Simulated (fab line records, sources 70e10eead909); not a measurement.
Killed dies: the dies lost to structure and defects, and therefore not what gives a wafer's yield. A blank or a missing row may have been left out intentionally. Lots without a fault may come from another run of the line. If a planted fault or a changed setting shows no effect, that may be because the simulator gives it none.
fab line records    flow nand-harc    part 2 of 2: steps 5 to 6 of 6
record lots=20  wafers=60  last-day=35
route steps=1302 shown A_CHANNEL_HOLE_D2@588 A_STAIRCASE@672
lots that met no fault: taken from a fault-free run of the same line
start-h: the number of hours between the record's first day and the start of the first shown wafer of the lot    wait-h: hours from the lot's prior step to this one    " as in the row above    L1.1+2: one row covering several wafers at once    - no value, or no start was given    * or withheld: withheld    < > ~ a bound
route shown NAME@n: NAME is a module with steps in the file, n the number in the route of the first one    usual: mean/standard deviation taken from wafers without a fault    same: alike in all rows    chamber/n: place in a boat    sites: each site's reading    _std_site: how widely they spread, as a standard deviation    _edge_site: outer sites' mean less inner sites'    radius-mm: how far each site lies from the wafer's centre    mask NAME#n: copy n    behind: the tool/chamber that last shaped the wafer    hold: what put the lot on hold/how long, in hours/how the hold closed    device: which transistor (n, p or np) failed to switch    end of line: the tests these same wafers got at the end of their route    where a step has no rows: the recipe by itself    killed: at the first sort, the dies lost to defects and structure; wafer yield is something else    map: per-die view of a wafer (x killed, . not killed, _ where there is no die)
set.NAME: the setting that was run; set.NAME@STEP: the one run at that earlier step    model.NAME: the simulator's own value behind a step, which no gauge read
one table for each step of the route and one row for each wafer, over a sample of lots
services: when a tool's chamber went out of use (start-h, in hours from the record's first day, below 0 if earlier), for how many hours, and the reason
## steps
# step NHARC_A_STAIRCASE_TRIM_200
# recipe time-s=211.2  o2-flow-sccm=500  ar-flow-sccm=0  bias-w=0  chemistry=O2
# usual drypump-motor-current-A=5.7/0.56  oes-product-au=1.000/0.0063  rf-vpp-V=57.8/0.9  showerhead-plenum-p-Torr=3.48/0.14  throttle-valve-pct=17.036/0.0087
lot.wafer  tool         chamber  start-h  wait-h  drypump-motor-current-A  oes-product-au  rf-hours-counter-h  rf-vpp-V  showerhead-plenum-p-Torr  throttle-valve-pct
L074.2     rie-diel-10  0        -        -       6.3                      0.994           39                  57.2      3.54                      17.051
L074.3     "            2        "        "       6.0                      0.994           32                  59.6      3.34                      17.030
L074.6     "            2        "        "       6.0                      1.004           -                   57.5      3.34                      17.040
L075.1     rie-diel-07  2        -        -       5.9                      0.997           26                  59.8      3.50                      17.012
L075.4     "            3        "        "       6.1                      1.013           -                   57.3      3.41                      17.050
L075.5     "            1        "        "       5.7                      1.005           -                   56.9      3.46                      17.035
L077.4     rie-diel-04  3        -        -       6.2                      0.999           9                   58.5      3.60                      17.029
L077.3     "            0        "        "       4.6                      0.990           10                  58.1      3.77                      17.031
L077.6     "            2        "        "       5.8                      1.003           -                   57.8      3.45                      17.047
L076.4     rie-diel-07  0        -        -       6.5                      0.997           34                  58.2      3.72                      17.035
L076.1     "            1        "        "       5.7                      1.004           35                  57.0      3.46                      17.039
L076.3     "            3        "        "       6.1                      1.014           33                  57.7      3.41                      17.031
L082.4     rie-diel-04  0        -        -       4.6                      1.005           22                  59.3      3.76                      17.025
L082.2     "            2        "        "       5.8                      0.994           17                  57.2      3.45                      17.040
L082.1     "            3        "        "       6.2                      0.990           21                  59.9      3.60                      17.056
L081.2     rie-diel-10  3        -        -       5.5                      1.002           1                   56.6      3.40                      17.041
L081.5     "            2        "        "       6.0                      1.002           -                   57.5      3.33                      17.024
L081.6     "            3        "        "       5.6                      1.008           -                   58.3      3.40                      17.033
L083.4     rie-diel-04  0        -        -       4.6                      0.998           29                  58.4      3.76                      17.022
L083.3     "            1        "        "       5.0                      0.988           25                  57.7      3.31                      17.031
L083.2     "            3        "        "       6.1                      1.006           27                  59.9      3.59                      17.040
L084.1     rie-diel-07  3        -        -       6.1                      0.997           57                  56.3      3.39                      17.042
L084.3     "            1        "        "       5.7                      0.997           57                  56.6      3.45                      17.023
L084.5     "            3        "        "       6.1                      0.991           -                   56.9      3.39                      17.020
L085.3     rie-diel-04  1        -        -       4.9                      1.003           37                  56.8      3.30                      17.040
L085.2     "            3        "        "       6.2                      0.991           36                  59.7      3.59                      17.039
L085.6     "            1        "        "       4.9                      1.003           -                   57.5      3.30                      17.021
L086.3     rie-diel-10  3        -        -       5.6                      1.000           11                  56.6      3.40                      17.046
L086.4     "            0        "        "       6.2                      1.004           14                  57.7      3.52                      17.031
L086.5     "            0        "        "       6.3                      1.017           -                   58.9      3.52                      17.034
L087.4     rie-diel-07  3        -        -       6.2                      1.003           2                   57.2      3.39                      17.026
L087.2     "            1        "        "       5.7                      0.997           2                   58.0      3.44                      17.041
L087.5     "            0        "        "       6.5                      1.006           -                   58.2      3.71                      17.041
L089.2     rie-diel-04  1        -        -       4.9                      1.005           46                  57.9      3.30                      17.017
L089.3     "            2        "        "       5.8                      0.998           48                  56.3      3.43                      17.029
L089.1     "            3        "        "       6.2                      1.000           48                  57.9      3.58                      17.052
L088.1     rie-diel-07  0        -        -       6.5                      0.996           5                   58.6      3.70                      17.031
L088.4     "            2        "        "       5.9                      1.000           6                   57.1      3.47                      17.041
L088.5     "            1        "        "       5.7                      0.993           -                   57.8      3.44                      17.040
L090.1     rie-diel-04  0        -        -       4.7                      0.996           53                  59.3      3.74                      17.042
L090.6     "            2        "        "       5.8                      0.999           -                   56.4      3.43                      17.044
L090.5     "            3        "        "       6.2                      0.999           -                   57.8      3.58                      17.035
L091.4     rie-diel-10  2        -        -       6.0                      1.000           29                  56.9      3.31                      17.045
L091.3     "            3        "        "       5.6                      0.988           26                  57.2      3.39                      17.050
L091.6     "            2        "        "       5.9                      0.999           -                   57.2      3.31                      17.040
L092.1     rie-diel-07  1        -        -       5.7                      0.999           13                  57.9      3.44                      17.030
L092.3     "            3        "        "       6.1                      0.999           16                  56.9      3.38                      17.036
L092.6     "            0        "        "       6.5                      1.006           -                   57.7      3.70                      17.031
L094.4     rie-diel-04  2        -        -       5.8                      1.001           3                   57.1      3.42                      17.037
L094.6     "            1        "        "       5.0                      0.998           -                   58.1      3.29                      17.020
L094.5     "            2        "        "       5.8                      0.994           -                   57.9      3.42                      17.046
L096.3     rie-diel-10  0        -        -       6.3                      1.006           47                  58.6      3.51                      17.022
L096.1     "            2        "        "       6.0                      1.009           47                  57.0      3.30                      17.035
L096.2     "            3        "        "       5.6                      0.997           42                  57.6      3.38                      17.037
L095.1     rie-diel-10  0        -        -       6.3                      0.997           49                  58.4      3.50                      17.038
L095.2     "            2        "        "       6.0                      1.000           50                  57.6      3.30                      17.034
L095.5     "            0        "        "       6.3                      1.003           -                   57.9      3.50                      17.030
L097.3     rie-diel-07  3        -        -       6.1                      1.001           38                  58.0      3.37                      17.039
L097.2     "            0        "        "       6.5                      1.004           29                  57.4      3.69                      17.031
L097.5     "            3        "        "       6.1                      0.993           -                   57.3      3.37                      17.031
# step NHARC_A_STAIRCASE_ETCH_273
# recipe target-depth-a=1.02e+05  time-s=2468.6  ion-energy-ev=800  c4f8-flow-sccm=80  o2-flow-sccm=60  ar-flow-sccm=withheld  rf-w=600  bias-w=3000  chemistry=C4F8/O2/Ar
# usual oes-product-au=0.938/0.0095  rf-fwd-power-W=599.8/2  rf-vpp-V=1823/9.9
lot.wafer  tool         chamber  start-h  wait-h  oes-product-au  rf-fwd-power-W  rf-hours-counter-h  rf-vpp-V
L074.3     rie-diel-04  1        -        -       0.949           596.4           2                   1811
L074.2     "            3        "        "       0.932           602.8           2                   1834
L074.6     "            0        "        "       0.940           598.6           -                   1844
L075.1     rie-diel-10  2        386.30   0.1     0.929           600.1           38                  1812
L075.4     "            1        387.36   1.1     0.927           603.0           -                   1819
L075.5     "            2        "        "       0.934           598.8           -                   1812
L077.3     rie-diel-04  1        -        -       0.928           602.7           12                  1810
L077.4     "            2        "        "       0.930           597.2           11                  1821
L077.6     "            0        "        "       0.924           602.7           -                   1846
L076.3     rie-diel-07  3        -        -       0.934           600.7           40                  1818
L076.4     "            1        "        "       0.942           600.3           41                  1821
L076.1     "            2        "        "       0.950           601.1           40                  1824
L082.1     rie-diel-07  3        -        -       0.951           598.7           51                  1817
L082.2     "            0        "        "       0.943           597.1           56                  1840
L082.4     "            1        "        "       0.932           603.5           52                  1820
L081.2     rie-diel-07  3        -        -       0.930           600.9           54                  1815
L081.5     "            3        "        "       0.935           601.2           -                   1817
L081.6     "            1        "        "       0.925           603.7           -                   1820
L083.4     rie-diel-10  0        -        -       0.949           600.4           10                  1827
L083.2     "            1        "        "       0.943           599.5           9                   1816
L083.3     "            3        "        "       0.950           598.4           7                   1816
L084.1     rie-diel-10  3        -        -       0.931           598.7           9                   1817
L084.3     "            1        "        "       0.929           598.4           12                  1817
L084.5     "            0        "        "       0.934           600.9           -                   1826
L085.3     rie-diel-07  3        -        -       0.933           600.4           0                   1817
L085.2     "            1        "        "       0.934           600.5           0                   1821
L085.6     "            2        "        "       0.937           600.3           -                   1821
L086.3     rie-diel-04  0        -        -       0.938           597.4           42                  1844
L086.4     "            1        "        "       0.941           597.7           42                  1810
L086.5     "            3        "        "       0.941           596.9           -                   1831
L087.4     rie-diel-07  3        -        -       0.922           598.9           5                   1818
L087.2     "            0        "        "       0.933           599.2           5                   1839
L087.5     "            3        "        "       0.931           602.9           -                   1817
L089.3     rie-diel-04  2        -        -       0.929           602.3           52                  1820
L089.2     "            0        "        "       0.930           600.3           51                  1844
L089.1     "            1        "        "       0.922           601.8           49                  1808
L088.4     rie-diel-10  0        -        -       0.948           598.9           26                  1825
L088.1     "            2        "        "       0.945           603.4           19                  1810
L088.5     "            0        "        "       0.943           599.9           -                   1825
L090.1     rie-diel-10  2        -        -       0.932           599.1           33                  1811
L090.5     "            2        "        "       0.936           596.7           -                   1810
L090.6     "            3        "        "       0.930           600.4           -                   1816
L092.3     rie-diel-10  1        -        -       0.930           602.9           40                  1816
L092.1     "            2        "        "       0.939           601.1           36                  1810
L092.6     "            2        "        "       0.932           600.6           -                   1810
L091.3     rie-diel-10  1        -        -       0.940           599.3           42                  1818
L091.4     "            2        "        "       0.947           600.2           38                  1810
L091.6     "            1        "        "       0.937           598.5           -                   1816
L094.4     rie-diel-10  3        -        -       0.930           604.4           40                  1816
L094.6     "            0        "        "       0.953           597.1           -                   1825
L094.5     "            1        "        "       0.940           599.9           -                   1818
L096.2     rie-diel-04  2        -        -       0.946           596.0           13                  1819
L096.3     "            3        "        "       0.933           598.0           13                  1829
L096.1     "            1        "        "       0.954           598.1           14                  1809
L095.1     rie-diel-07  1        -        -       0.953           596.5           28                  1819
L095.2     "            3        "        "       0.941           597.6           35                  1817
L095.5     "            1        "        "       0.963           598.7           -                   1819
L097.2     rie-diel-04  0        -        -       0.935           598.1           25                  1840
L097.3     "            2        "        "       0.921           603.0           26                  1817
L097.5     "            0        "        "       0.945           598.2           -                   1841
## services
tool         chamber  start-h  hours  kind
rie-diel-04  0        272.01   6.2    repair
rie-diel-07  1        281.08   8.1    repair
rie-diel-13  -        283.09   1.3    repair
rie-diel-13  2        284.89   14.4   repair
rie-diel-07  -        294.20   9.0    pm
rie-diel-04  1        296.13   7.0    repair
rie-diel-10  2        296.65   10.1   repair
rie-diel-10  3        320.07   71.0   repair
rie-diel-04  3        327.63   18.1   repair
rie-diel-10  2        348.90   2.8    repair
rie-diel-04  -        355.41   9.0    pm
rie-diel-07  0        364.85   8.3    repair
rie-diel-10  0        379.77   7.1    repair
rie-diel-07  1        408.63   3.9    repair
rie-diel-07  3        411.93   19.5   repair
rie-diel-10  -        419.56   9.0    pm
rie-diel-07  -        468.92   0.6    repair
rie-diel-07  -        471.23   9.0    pm
rie-diel-04  0        488.14   4.4    repair
rie-diel-04  1        492.65   4.0    repair
rie-diel-04  -        532.41   9.0    pm
rie-diel-07  -        550.42   0.9    repair
rie-diel-07  0        562.55   12.0   repair
rie-diel-10  -        596.59   9.0    pm
